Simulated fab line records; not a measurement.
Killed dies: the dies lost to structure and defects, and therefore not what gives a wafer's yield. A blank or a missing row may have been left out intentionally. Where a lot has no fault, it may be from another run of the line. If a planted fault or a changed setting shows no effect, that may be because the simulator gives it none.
Matching of chambers	flow nand_harc	rie_diel-02 running NHARC_P_BONDPAD_ETCH_37: 4 sister chambers
The step etches the open film in N2/H2, target depth 60 nm, overetch 18 nm, time 65.91 s. 16 wafers are shown with their chamber, then 8 later ones without.

WAFERS WITH THEIR CHAMBER
wafer	chamber	rf_vpp_V (V)	run_length_s (s)	throttle_valve_pct (%)
L647.3	3	431.2	86.9	14.176
L647.4	3	431.8	87.3	14.169
L647.6	0	432.5	87.9	14.162
L649.2	2	434.5	88.1	14.185
L649.3	3	430.9	86.8	14.168
L649.4	0	432.0	87.4	14.169
L650.1	3	431.6	86.9	14.168
L650.3	1	430.5	86.9	14.154
L650.6	0	430.4	87.2	14.178
L652.1	1	430.8	87.0	14.158
L652.2	3	430.3	86.8	14.189
L652.5	0	432.4	87.9	14.161
L656.2	0	431.0	87.6	14.155
L656.3	3	431.4	86.8	14.172
L656.4	2	433.7	87.8	14.177
L659.1	1	430.5	87.5	14.170

SIGNATURES (averages over the wafers above)
reading	chamber 0	chamber 1	chamber 2	chamber 3	scatter within a chamber
rf_vpp_V	431.660	430.600	434.100	431.200	0.66
run_length_s	87.600	87.133	87.950	86.917	0.261
throttle_valve_pct	14.16500	14.16067	14.18100	14.17367	0.00822
Rule: for each reading, subtract the chamber's mean from the wafer's reading, divide by that reading's scatter and square the result; add these up over the readings and take the root, which gives the wafer's distance from the chamber. The wafer belongs to the nearest chamber; if the next one is less than 2 further off, it can't be placed. The scatter is the square root of a quotient: the sum, over the shown wafers, of each reading's squared deviation from its chamber's mean, divided by wafers minus chambers.

WAFERS MISSING THEIR CHAMBER
wafer	rf_vpp_V (V)	run_length_s (s)	throttle_valve_pct (%)
L659.5	430.6	87.3	14.160
L659.6	431.3	87.0	14.176
L665.1	434.3	88.4	14.168
L665.3	433.1	87.8	14.166
L665.4	429.6	86.9	14.178
L667.1	430.7	87.0	14.163
L667.2	430.8	87.3	14.180
L667.3	431.7	87.8	14.167

WHICH CHAMBER EACH ONE RAN IN
wafer	from the rows above	in truth
L659.5	can't be placed: 1 or 0 or 3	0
L659.6	can't be placed: 3 or 1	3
L665.1	2	2
L665.3	can't be placed: 0 or 2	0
L665.4	can't be placed: 3 or 1 or 0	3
L667.1	can't be placed: 1 or 3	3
L667.2	can't be placed: 3 or 1 or 0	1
L667.3	0	0
2 of 8 placed correctly. Unplaceable from these rows: 6, with the true chamber sitting among the candidates in 6. 0 placed wrongly.
